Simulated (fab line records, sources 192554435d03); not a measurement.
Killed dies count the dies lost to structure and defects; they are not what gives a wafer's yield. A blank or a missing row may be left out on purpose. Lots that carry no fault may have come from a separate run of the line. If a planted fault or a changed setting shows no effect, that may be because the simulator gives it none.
Chamber matching	flow n5Finfet	N5_BEOL_M7_STRIP_19 on rieDiel-05 has 4 sister chambers
The step strips in O2. 4 wafers are shown with their chamber, then 8 later ones without.

## EACH WAFER AND ITS CHAMBER
wafer	chamber	throttleValvePct (%)
L086.1	2	16.79
L087.5	0	16.87
L087.6	1	17.04
L088.1	3	16.29

## WAFERS WITHOUT THEIR CHAMBER
wafer	throttleValvePct (%)
L088.2	17.06
L088.4	16.88
L090.1	16.90
L090.2	16.82
L090.4	17.08
L096.3	17.10
L096.5	17.10
L096.6	16.82

## CHAMBER TAKEN BY EACH
wafer	from the rows above	in truth
L088.2	1	1
L088.4	0	0
L090.1	0	0
L090.2	can't be placed: 2 or 0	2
L090.4	1	1
L096.3	1	1
L096.5	1	1
L096.6	can't be placed: 2 or 0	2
Placed correctly: 6 of 8. Cannot be placed on the basis of these rows: 2; the candidates contain the true chamber in 2. Placed wrongly: 0.
How it was worked out, from the rows above alone: a wafer's distance from a chamber is the root of the sum, over the readings, of the square of ((its reading less the chamber's mean) divided by the reading's scatter). If the next closest chamber is less than 2 further off than the closest, the wafer can't be placed; otherwise it belongs to the closest. For every chamber, the mean is computed from those of its wafers that are shown. The scatter: root of mean squared gap, hidden wafer to nearest shown wafer, with one shown wafer a chamber.
